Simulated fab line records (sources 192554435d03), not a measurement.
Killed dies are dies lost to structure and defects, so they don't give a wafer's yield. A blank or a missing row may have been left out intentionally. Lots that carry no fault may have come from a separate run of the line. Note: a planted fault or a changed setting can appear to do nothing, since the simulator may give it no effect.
fab line records	flow n5-finfet
record: lots: 8	wafers: 23	last-day: 18
route steps=1938 shown FIN_SAQP@126 BEOL_M4@1111 PASSIVATION@1936
lots with no fault: from the same line, run without faults
start-h: start of the lot's first displayed wafer, in hours after the record's first day	wait-h: hours since the lot's step before	" the same as in the row above	L1.1+2: several wafers, shown together as one row	- value missing, or start not given	* or withheld: withheld	< > ~ a bound
route shown NAME@n: names a module that has steps shown in the file, with the first one's number in the route	usual: mean/standard deviation of fault-free wafers	same: alike in all rows	chamber/n: place in a boat	sites: the reading at each site	_std_site: the values' standard deviation	_edge_site: mean of outer sites minus mean of inner sites	radius-mm: for every site, how far away it sits from the centre of the wafer	mask NAME#n: copy n	behind: the tool/chamber that last shaped the wafer	hold: what put the lot on hold/how long, in hours/how the hold closed	device: which transistor (n, p or np) failed to switch	end of line: the route-end tests of the same wafers	for a step that has no rows: nothing shown but its recipe	killed: dies that structure and defects cost at the first sort, which is not the same as the wafer's yield	map: a wafer's dies, x killed, . not, _ none there
set.NAME: setting as actually run; set.NAME@STEP: the setting as run at that earlier step	model.NAME: the simulator's own value behind a step, which no gauge read
one table for each step of the route and one row for each wafer, over a sample of lots
services: the hour from which a tool's chamber was out of use, counted from the record's first day as start-h (under 0 if before that day), plus the number of hours and why
== steps ==
step: N5_FIN_SAQP_SPACER1_ETCHBACK_25
recipe: chemistry: CHF3/O2	mode: anisotropic-etchback	target: SiO2	target-depth-a: 244	time-s: 12.2	pressure-mtorr: 30	source-w: 650	bias-w: 170	Ar_flow_sccm: 200	CHF3_flow_sccm: 50	O2_flow_sccm: 5	ion-energy-ev: 200
usual: drypump-motor-current-A: 5.8/0.47	oes-product-au: 0.76/0.061	rf-vpp-V: 524/19	showerhead-plenum-p-Torr: 2.41/0.071	throttle-valve-pct: 19.01/0.24
same: time-s: 12.2
lot.wafer	tool	chamber	start-h	wait-h	drypump-motor-current-A	oes-product-au	rf-hours-counter-h	rf-vpp-V	showerhead-plenum-p-Torr	throttle-valve-pct
L942.2	rie-diel-05	3	48.95	0.4	5.6	0.71	186	535	2.50	18.83
L942.3	"	2	"	"	5.9	0.76	159	534	2.40	18.83
L942.6	"	1	"	"	4.8	0.73	-	534	2.52	19.32
L943.1	rie-diel-01	3	53.77	0.4	5.8	0.80	130	522	2.41	18.88
L943.4	"	2	"	"	5.7	0.81	128	540	2.51	19.21
L943.6	"	2	"	"	5.7	0.81	-	541	2.51	19.20
L944.4	rie-diel-01	2	59.55	0.4	5.7	0.80	130	540	2.51	19.19
L944.5	"	0	"	"	6.3	0.70	-	491	2.32	19.37
L944.6	"	3	"	"	5.7	0.80	-	521	2.41	18.88
L945.3	rie-diel-05	1	66.94	0.5	4.8	0.72	168	536	2.51	19.35
L945.5	"	0	"	"	6.3	0.78	-	508	2.34	18.93
L945.6	"	3	"	"	5.6	0.70	-	536	2.49	18.82
L946.2	rie-diel-01	1	71.73	0.5	6.6	0.71	218	549	2.48	18.67
L946.4	"	0	"	"	6.2	0.70	-	490	2.32	19.37
L946.5	"	2	"	"	5.7	0.80	-	539	2.51	19.21
L956.1	rie-diel-02	2	133.05	0.4	5.8	0.81	82	542	2.45	18.96
L956.2	"	0	"	"	5.3	0.75	174	495	2.40	19.17
L956.3	"	1	"	"	5.8	0.75	122	538	2.31	18.73
L959.2	rie-diel-02	0	149.97	0.4	5.3	0.74	181	497	2.40	19.22
L959.5	"	1	"	"	5.9	0.75	-	539	2.30	18.74
L959.6	"	0	"	"	5.3	0.74	-	496	2.40	19.20
L961.2	rie-diel-01	0	162.36	0.4	6.2	0.68	234	491	2.31	19.43
L961.5	"	0	"	"	6.2	0.68	-	490	2.31	19.42
step: N5_FIN_SAQP_ETCH_65
recipe: chemistry: CF4	target: SiO2	target-depth-a: 40	ion-energy-ev: 350	time-s: 4.4	pressure-mtorr: 10	icp-w: 800	bias-w: 400	cf4-flow-sccm: 80
usual: drypump-motor-current-A: 5.5/0.55	oes-product-au: 0.991/0.02	throttle-valve-pct: 21.76/0.24
same: time-s: 4.4
lot.wafer	tool	chamber	start-h	wait-h	drypump-motor-current-A	oes-product-au	rf-hours-counter-h	throttle-valve-pct
L942.2	rie-si-01	2	49.30	0.1	5.0	0.962	48	21.69
L942.3	"	0	"	"	5.9	1.023	81	21.90
L942.6	"	2	"	"	5.0	0.957	-	21.70
L943.1	rie-si-06	3	54.13	0.1	5.0	0.972	6	21.42
L943.4	"	3	"	"	4.9	0.964	-	21.44
L943.6	"	0	"	"	6.5	0.996	-	21.95
L944.4	rie-si-01	2	59.91	0.1	5.0	0.963	48	21.70
L944.5	"	2	"	"	5.0	0.966	-	21.70
L944.6	"	3	"	"	5.9	0.993	-	22.15
L945.3	rie-si-06	2	67.29	0.1	5.0	1.000	0	21.72
L945.5	"	3	"	"	4.9	0.969	-	21.43
L945.6	"	2	"	"	5.0	0.989	-	21.70
L946.2	rie-si-05	2	72.09	0.1	5.7	1.005	18	21.82
L946.4	"	3	"	"	5.5	1.006	77	21.56
L946.5	"	1	"	"	5.4	1.010	-	22.02
L956.1	rie-si-05	3	133.40	0.1	5.5	1.001	79	21.55
L956.2	"	2	"	"	5.7	1.027	19	21.83
L956.3	"	0	"	"	4.9	0.990	8	22.21
L959.2	rie-si-05	3	150.33	0.1	5.5	1.000	79	21.55
L959.5	"	1	"	"	5.4	1.033	-	22.02
L959.6	"	3	"	"	5.5	1.004	-	21.57
L961.2	rie-si-06	2	162.73	0.1	5.0	0.995	2	21.70
L961.5	"	2	"	"	5.0	0.995	-	21.72
step: N5_FIN_SAQP_SPACER2_ETCHBACK_29
recipe: chemistry: CHF3/O2	mode: anisotropic-etchback	target: SiO2	target-depth-a: 122	time-s: 6.1	pressure-mtorr: 30	source-w: 650	bias-w: 170	Ar_flow_sccm: 200	CHF3_flow_sccm: 50	O2_flow_sccm: 5	ion-energy-ev: 200
usual: drypump-motor-current-A: 5.8/0.46	oes-product-au: 0.75/0.059	rf-vpp-V: 524/18	showerhead-plenum-p-Torr: 2.41/0.07	throttle-valve-pct: 19.02/0.23
same: time-s: 6.1
lot.wafer	tool	chamber	start-h	wait-h	drypump-motor-current-A	oes-product-au	rf-hours-counter-h	rf-vpp-V	showerhead-plenum-p-Torr	throttle-valve-pct
L942.2	rie-diel-02	2	50.50	0.2	5.7	0.83	56	541	2.46	18.92
L942.3	"	3	"	"	5.9	0.67	246	516	2.37	19.28
L942.6	"	0	"	"	5.3	0.77	-	496	2.41	19.16
L943.1	rie-diel-01	1	55.32	0.2	6.6	0.73	212	547	2.48	18.64
L943.4	"	2	"	"	5.7	0.81	129	541	2.51	19.19
L943.6	"	1	"	"	6.5	0.72	-	547	2.48	18.67
L944.4	rie-diel-02	0	61.25	0.3	5.3	0.77	150	497	2.41	19.15
L944.5	"	3	"	"	5.9	0.67	-	517	2.37	19.25
L944.6	"	0	"	"	5.3	0.77	-	496	2.41	19.16
L945.3	rie-diel-02	2	68.49	0.2	5.7	0.83	59	540	2.46	18.93
L945.5	"	3	"	"	5.9	0.67	-	517	2.37	19.28
L945.6	"	2	"	"	5.7	0.83	-	542	2.46	18.92
L946.2	rie-diel-01	0	73.35	0.2	6.2	0.70	200	492	2.32	19.38
L946.4	"	1	"	"	6.5	0.71	-	547	2.48	18.66
L946.5	"	0	"	"	6.3	0.71	-	490	2.32	19.39
L956.1	rie-diel-01	1	134.72	0.2	6.5	0.71	241	548	2.47	18.72
L956.2	"	2	"	"	5.7	0.78	158	541	2.50	19.23
L956.3	"	0	"	"	6.2	0.70	223	491	2.31	19.44
L959.2	rie-diel-02	1	151.52	0.2	5.9	0.74	129	540	2.30	18.75
L959.5	"	0	"	"	5.3	0.74	-	497	2.40	19.19
L959.6	"	1	"	"	5.9	0.75	-	540	2.30	18.76
L961.2	rie-diel-05	0	164.82	0.3	6.4	0.74	159	506	2.33	18.99
L961.5	"	0	"	"	6.4	0.74	-	507	2.33	18.98
step: N5_FIN_SAQP_HM_OPEN_33
recipe: chemistry: CH3F/O2	target: SiNx	mask-material: SiO2	target-depth-a: 494	time-s: 70.6	pressure-mtorr: 30	source-w: 395	bias-w: 73	Ar_flow_sccm: 150	CH3F_flow_sccm: 30	O2_flow_sccm: 20	ion-energy-ev: 120	ends: cleared
usual: CH3F_flow_sccm: 29.99/0.087	O2_flow_sccm: 20.01/0.06	drypump-motor-current-A: 5.9/0.46	etch-rf-on-time-s: 70.0/1.7	oes-product-au: 0.64/0.044	rf-vpp-V: 298/11	showerhead-plenum-p-Torr: 2.00/0.061	throttle-valve-pct: 16.48/0.23
lot.wafer	tool	chamber	start-h	wait-h	CH3F_flow_sccm	O2_flow_sccm	drypump-motor-current-A	etch-rf-on-time-s	oes-product-au	rf-hours-counter-h	rf-vpp-V	showerhead-plenum-p-Torr	throttle-valve-pct
L942.2	rie-diel-01	2	50.74	0.0	29.96	20.06	5.7	69.1	0.69	128	306	2.08	16.60
L942.3	"	3	"	"	30.11	20.00	5.7	69.4	0.68	129	295	2.00	16.28
L942.6	"	3	"	"	30.08	19.92	5.7	70.5	0.68	-	295	2.00	16.26
L943.1	rie-diel-01	0	55.57	0.0	29.90	19.92	6.3	69.6	0.62	194	278	1.92	16.79
L943.4	"	2	"	"	29.93	20.06	5.7	68.3	0.69	129	307	2.08	16.61
L943.6	"	2	"	"	29.98	20.01	5.7	68.6	0.69	-	306	2.08	16.60
L944.4	rie-diel-01	0	61.50	0.0	-	-	-	-	-	-	-	-	-
L944.5	"	0	"	"	-	-	-	-	-	-	-	-	-
L944.6	"	1	"	"	-	-	-	-	-	-	-	-	-
L945.3	rie-diel-02	2	68.73	0.0	-	-	-	-	-	-	-	-	-
L945.5	"	1	"	"	-	-	-	-	-	-	-	-	-
L945.6	"	0	"	"	-	-	-	-	-	-	-	-	-
L946.2	rie-diel-01	2	73.60	0.0	30.06	20.10	5.7	67.0	0.69	136	307	2.08	16.62
L946.4	"	0	"	"	29.97	19.93	6.3	71.4	0.60	-	279	1.92	16.81
L946.5	"	2	"	"	30.10	20.06	5.7	70.7	0.68	-	309	2.08	16.61
L956.1	rie-diel-01	3	134.96	0.0	29.94	20.04	5.7	69.9	0.66	155	296	1.99	16.34
L956.2	"	0	"	"	29.80	20.00	6.3	70.8	0.58	223	279	1.91	16.85
L956.3	"	1	"	"	29.99	19.95	6.5	69.0	0.60	241	309	2.06	16.23
L959.2	rie-diel-01	0	151.77	0.0	30.09	19.93	6.3	69.3	0.59	230	278	1.91	16.86
L959.5	"	0	"	"	29.99	19.95	6.3	71.9	0.58	-	279	1.91	16.85
L959.6	"	1	"	"	29.99	19.99	6.5	69.1	0.60	-	311	2.06	16.20
L961.2	rie-diel-02	3	165.10	0.1	30.04	19.94	5.9	68.5	0.78	24	293	1.96	16.25
L961.5	"	2	"	"	29.95	20.03	5.8	70.5	0.69	-	307	2.03	16.44
step: N5_FIN_SAQP_ETCH_34
recipe: chemistry: C4F6/O2	target: SiO2	target-depth-a: 450	time-s: 15	ion-energy-ev: 250	pressure-mtorr: 30	source-w: 345	bias-w: 185	Ar_flow_sccm: 300	C4F6_flow_sccm: 10	O2_flow_sccm: 10	ends: cleared
usual: drypump-motor-current-A: 5.9/0.45	etch-rf-on-time-s: 15.0/0.31	oes-product-au: 0.64/0.044	rf-vpp-V: 667/25	showerhead-plenum-p-Torr: 2.85/0.083	throttle-valve-pct: 21.20/0.26
lot.wafer	tool	chamber	start-h	wait-h	drypump-motor-current-A	etch-rf-on-time-s	oes-product-au	rf-hours-counter-h	rf-vpp-V	showerhead-plenum-p-Torr	throttle-valve-pct
L942.2	rie-diel-01	2	50.81	0.0	5.7	14.8	0.69	128	686	2.95	21.33
L942.3	"	3	"	"	5.7	14.9	0.68	129	661	2.84	21.00
L942.6	"	3	"	"	5.7	14.7	0.68	-	662	2.84	20.99
L943.1	rie-diel-01	0	55.64	0.0	6.3	15.2	0.61	194	622	2.74	21.54
L943.4	"	2	"	"	5.7	14.7	0.69	129	687	2.95	21.32
L943.6	"	2	"	"	5.7	14.9	0.69	-	687	2.95	21.32
L944.4	rie-diel-01	0	61.56	0.0	6.2	37.5	0.26	196	623	2.74	21.25
L944.5	"	0	"	"	6.3	37.5	0.27	-	623	2.74	21.24
L944.6	"	1	"	"	6.5	37.5	0.26	-	696	2.94	20.49
L945.3	rie-diel-02	2	68.80	0.0	5.7	37.5	0.32	59	691	2.91	20.83
L945.5	"	1	"	"	5.9	37.5	0.30	-	687	2.74	20.54
L945.6	"	0	"	"	5.3	37.5	0.28	-	631	2.84	21.01
L946.2	rie-diel-01	2	73.67	0.0	5.7	14.9	0.68	136	688	2.95	21.33
L946.4	"	0	"	"	6.3	15.2	0.60	-	623	2.74	21.55
L946.5	"	2	"	"	5.7	14.9	0.68	-	686	2.95	21.33
L956.1	rie-diel-01	3	135.03	0.0	5.7	14.8	0.66	155	662	2.83	21.00
L956.2	"	0	"	"	6.3	14.9	0.60	223	622	2.73	21.61
L956.3	"	2	"	"	5.7	15.0	0.66	158	685	2.94	21.37
L959.2	rie-diel-01	0	151.84	0.0	6.3	15.3	0.59	230	622	2.73	21.60
L959.5	"	0	"	"	6.3	15.2	0.59	-	622	2.73	21.60
L959.6	"	1	"	"	6.5	14.6	0.59	-	695	2.92	20.84
L961.2	rie-diel-02	3	165.17	0.0	5.9	14.9	0.78	24	657	2.78	21.05
L961.5	"	2	"	"	5.8	15.3	0.69	-	689	2.89	21.20
step: N5_FIN_SAQP_HM_CD_35
recipe: target-cd-nm: 8	polarity: line
usual: cd-nm: 8.08/0.27
lot.wafer	tool	chamber	start-h	wait-h	cd-nm
L942.2	cd-sem-02	-	50.96	0.1	8.09
L942.3	"	-	"	"	8.07
L942.6	"	-	"	"	8.03
L943.1	cd-sem-01	-	55.79	0.1	8.04
L943.4	"	-	"	"	8.36
L943.6	"	-	"	"	7.88
L944.4	cd-sem-02	-	61.72	0.1	-
L944.5	"	-	"	"	-
L944.6	"	-	"	"	-
L945.3	cd-sem-02	-	68.95	0.1	-
L945.5	"	-	"	"	-
L945.6	"	-	"	"	-
L946.2	cd-sem-02	-	73.82	0.1	7.93
L946.4	"	-	"	"	8.03
L946.5	"	-	"	"	8.39
L956.1	cd-sem-01	-	135.18	0.1	8.29
L956.2	"	-	"	"	8.03
L956.3	"	-	"	"	8.04
L959.2	cd-sem-03	-	151.99	0.1	8.13
L959.5	"	-	"	"	8.26
L959.6	"	-	"	"	7.99
L961.2	cd-sem-03	-	165.32	0.1	8.37
L961.5	"	-	"	"	8.23
step: N5_FIN_SAQP_OCD_MEAS_76
usual: trench-depth-nm: 119.0/1.5
lot.wafer	tool	chamber	start-h	wait-h	trench-depth-nm
L942.2	ocd-02	-	51.25	0.0	118.4
L942.3	"	-	"	"	116.7
L942.6	"	-	"	"	120.0
L943.1	ocd-02	-	56.08	0.0	120.0
L943.4	"	-	"	"	118.0
L943.6	"	-	"	"	118.7
L944.4	ocd-02	-	62.00	0.0	0
L944.5	"	-	"	"	0.2
L944.6	"	-	"	"	0
L945.3	ocd-02	-	69.24	0.0	0
L945.5	"	-	"	"	0.5
L945.6	"	-	"	"	0.4
L946.2	ocd-01	-	74.10	0.0	119.8
L946.4	"	-	"	"	121.2
L946.5	"	-	"	"	121.4
L956.1	ocd-01	-	135.47	0.0	120.5
L956.2	"	-	"	"	117.9
L956.3	"	-	"	"	117.7
L959.2	ocd-01	-	152.28	0.0	122.8
L959.5	"	-	"	"	117.7
L959.6	"	-	"	"	120.3
L961.2	ocd-02	-	165.61	0.0	117.9
L961.5	"	-	"	"	117.8
step: N5_BEOL_M4_RC_MEAS_101
usual: DIBL_N: 36.0/2.5	DIBL_P: 36.2/3	IOFF_N: 0.16/0.044	IOFF_P: 0.21/0.049	ION_N: 671/15	ION_P: 461/8.7	SS_N: 71.5/0.72	SS_P: 73.4/0.9	VT_N: 251/4.4	VT_P: -250/4
lot.wafer	tool	chamber	start-h	wait-h	DIBL_N[mV/V]	DIBL_P[mV/V]	IOFF_N[nA/um]	IOFF_P[nA/um]	ION_N[uA/um]	ION_P[uA/um]	SS_N[mV/dec]	SS_P[mV/dec]	VT_N[mV]	VT_P[mV]
L943.1	prober-02	0	215.26	0.0	41.4	41.8	0.26	0.29	697	466	72.5	75.0	245	-246
L943.4	"	0	"	"	38.8	39.1	0.19	0.24	673	457	73.0	74.2	247	-249
L943.6	"	0	"	"	39.2	39.7	0.20	0.24	690	468	72.9	75.1	248	-251
L942.2	prober-01	0	215.59	0.2	37.4	38.6	0.19	0.24	694	470	72.2	73.8	249	-247
L942.3	"	0	"	"	38.0	39.2	0.19	0.25	670	454	72.3	73.3	250	-252
L942.6	"	0	"	"	38.5	39.4	0.20	0.24	678	457	72.9	74.5	249	-251
L946.2	prober-01	0	222.69	0.2	34.1	32.0	0.11	0.14	661	453	70.8	72.9	259	-259
L946.4	"	0	"	"	36.0	35.3	0.13	0.16	658	450	71.4	73.9	255	-258
L946.5	"	0	"	"	37.1	37.1	0.15	0.20	654	455	72.1	74.2	251	-254
L956.1	prober-01	0	285.81	0.0	35.9	37.7	0.18	0.26	676	469	71.0	73.7	248	-244
L956.2	"	0	"	"	34.4	35.8	0.14	0.22	655	460	70.9	73.8	255	-248
L956.3	"	0	"	"	36.0	37.3	0.18	0.24	677	469	72.3	73.8	248	-247
L959.2	prober-01	0	309.42	0.6	36.4	36.3	0.17	0.25	678	473	72.1	73.6	251	-248
L959.5	"	0	"	"	39.7	40.5	0.26	0.34	698	475	72.2	74.3	242	-244
L959.6	"	0	"	"	34.3	32.5	0.13	0.18	672	460	70.5	72.5	251	-249
L961.2	prober-02	0	318.85	0.2	37.1	38.2	0.17	0.21	685	470	71.1	74.5	253	-253
L961.5	"	0	"	"	34.0	34.5	0.12	0.16	675	460	70.8	73.5	252	-258
step: N5_PASSIVATION_PROBE_49
usual: defect-limited-yield: 91.7/1.4	killed_at_M0_to_M3: 31/11	killed_at_M4_up: 13/4.6	killed-at-contacts: 13/6.7	killed-at-front-end: 39/9.6	killed-at-other: 3.5/2.8	killed-dies: 98/16	killed-on-rim: 13/4.2	killed-open: 64/11	killed-short: 33/8.5	sort_bin_5_function: 4.9/0.96	sort_bin_6_memory: 3.1/0.59	sort_bin_8_speed: 0.2/1.3	sort-n-pass: 1080/23	sort-yield-pct: 91.5/1.9
same: gross-dies: 1180	killed-at-back-side: 0	sort_bin_4_leakage[%]: 0
lot.wafer	tool	chamber	start-h	wait-h	defect-limited-yield[%]	killed_at_M0_to_M3	killed_at_M4_up	killed-at-contacts	killed-at-front-end	killed-at-other	killed-dies	killed-on-rim	killed-open	killed-short	sort_bin_5_function[%]	sort_bin_6_memory[%]	sort_bin_8_speed[%]	sort-n-pass	sort-yield-pct[%]
L944.4	prober-02	-	326.93	0.4	0	31	11	7	1126	5	1180	152	67	41	96.8	3.2	0	0	0
L944.5	prober-02	-	326.98	0.5	0	24	5	18	1132	1	1180	152	51	23	97.0	2.7	0	0	0
L944.6	prober-02	-	327.03	0.5	0	13	16	5	1143	3	1180	152	52	28	96.7	3.1	0	0	0
L945.3	prober-02	-	337.86	0.1	0	34	13	10	1122	1	1180	152	71	36	96.4	3.2	0	0	0
L945.5	prober-02	-	337.96	0.2	0	35	7	13	1122	3	1180	152	54	46	97.0	2.5	0	0	0
L945.6	prober-02	-	338.01	0.3	0	31	4	7	1137	1	1180	152	50	37	97.1	2.5	0	0	0
killed by level:class
L944.4 FIN_SAQP:area-open=1072 FIN_SAQP:geometric-particle:open=19 BEOL_M2:geometric-particle:open=11 FIN_SAQP:geometric-particle:short=8 GATE_CUT:geometric-particle:short=7 ILD0:geometric-particle:short=5 BEOL_M1:geometric-particle:open=5 STI_FIN_REVEAL:geometric-particle:open=4
L944.5 FIN_SAQP:area-open=1106 MOL_CONTACT_COAG:geometric-particle:open=16 BEOL_M1:geometric-particle:open=6 BEOL_M3:geometric-particle:open=5 STI_FIN_REVEAL:geometric-particle:open=4 DUMMY_GATE:geometric-particle:open=4 BEOL_M0_SAQP:geometric-particle:open=4 FIN_SAQP:geometric-particle:short=3
L944.6 FIN_SAQP:area-open=1099 FIN_SAQP:geometric-particle:open=11 FIN_SAQP:geometric-particle:short=7 BEOL_M4:geometric-particle:open=7 STI_FIN_REVEAL:geometric-particle:open=7 SPACER0:geometric-particle:open=4 MOL_CONTACT_COAG:geometric-particle:open=4 BEOL_M0_SAQP:geometric-particle:open=4
L945.3 FIN_SAQP:area-open=1071 FIN_SAQP:geometric-particle:open=14 FIN_SAQP:geometric-particle:short=8 MOL_CONTACT_COAG:geometric-particle:open=8 STI_FIN_REVEAL:geometric-particle:open=7 BEOL_M0_SAQP:geometric-particle:open=7 BEOL_M3:geometric-particle:open=7 BEOL_M4:geometric-particle:open=7
L945.5 FIN_SAQP:area-open=1080 BEOL_M0_SAQP:geometric-particle:short=16 FIN_SAQP:geometric-particle:open=10 STI_FIN_REVEAL:geometric-particle:open=9 MOL_CONTACT_COAG:geometric-particle:open=9 FIN_SAQP:geometric-particle:short=7 BEOL_M0_SAQP:geometric-particle:open=7 BEOL_M4:geometric-particle:open=5
L945.6 FIN_SAQP:area-open=1093 BEOL_M0_SAQP:geometric-particle:open=13 GATE_CUT:geometric-particle:short=9 FIN_SAQP:geometric-particle:short=7 FIN_SAQP:geometric-particle:open=6 STI_FIN_REVEAL:geometric-particle:open=6 BEOL_M3:geometric-particle:open=5 MOL_CONTACT_COAG:geometric-particle:open=4
== services ==
tool	chamber	start-h	hours	kind
rie-si-06	0	37.78	3.2	repair
rie-si-01	1	48.21	6.2	repair
rie-si-06	2	48.76	-	clean
rie-si-06	2	48.76	18.4	scheduled-down
rie-si-06	2	48.76	18.4	vent-cycle
rie-diel-02	-	65.60	2.8	pm
rie-diel-01	3	70.89	5.6	repair
rie-diel-02	3	72.95	-	clean
rie-diel-02	3	72.95	-	consumable-replace:focus-ring
rie-diel-02	3	72.95	20.8	scheduled-down
rie-diel-02	3	72.95	20.8	vent-cycle
rie-si-05	0	81.21	1.4	repair
rie-si-05	1	130.68	2.4	repair
rie-diel-05	3	132.65	7.5	repair
rie-diel-01	1	135.00	12.9	repair
rie-si-05	2	143.00	9.1	repair
== key ==
first-sign: step: N5_FIN_SAQP_HM_OPEN_33	reading: tool-record	direction: missing
effect: step: N5_FIN_SAQP_ETCH_34	reading: etch-rf-on-time-s	direction: up	sigmas: 73	usual: *	struck: *
effect: step: N5_FIN_SAQP_HM_CD_35	reading: cd-nm	direction: missing
effect: step: N5_FIN_SAQP_OCD_MEAS_76	reading: trench-depth-nm	direction: down	sigmas: 77	usual: 119.0	struck: 0.2
effect: step: N5_PASSIVATION_PROBE_49	reading: killed-at-front-end	direction: up	sigmas: 99+	usual: 39	struck: 1130
more-kills-born-at: N5_FIN_SAQP_HM_OPEN_33@rie-diel-01: 3277	N5_FIN_SAQP_HM_OPEN_33@rie-diel-02: 3244
met-at N5_FIN_SAQP_HM_OPEN_33
struck-lots L944,L945
later-rows-left-out L944.4,L944.5,L944.6,L945.3,L945.5,L945.6
not-acting-at N5_FIN_SAQP_SPACER1_ETCHBACK_25,N5_FIN_SAQP_ETCH_65,N5_FIN_SAQP_SPACER2_ETCHBACK_29
onset-between 55.57 61.50
fault: kind: skipped-step-whole	tool: rie-diel-01,rie-diel-02	chamber: -	onset-h: 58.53	steps: N5_FIN_SAQP_HM_OPEN_33	scope: struck-lots-only
later-rows-left-out: the simulator's readings of these wafers behind a module that went badly wrong aren't trusted and aren't shown, but for the sort
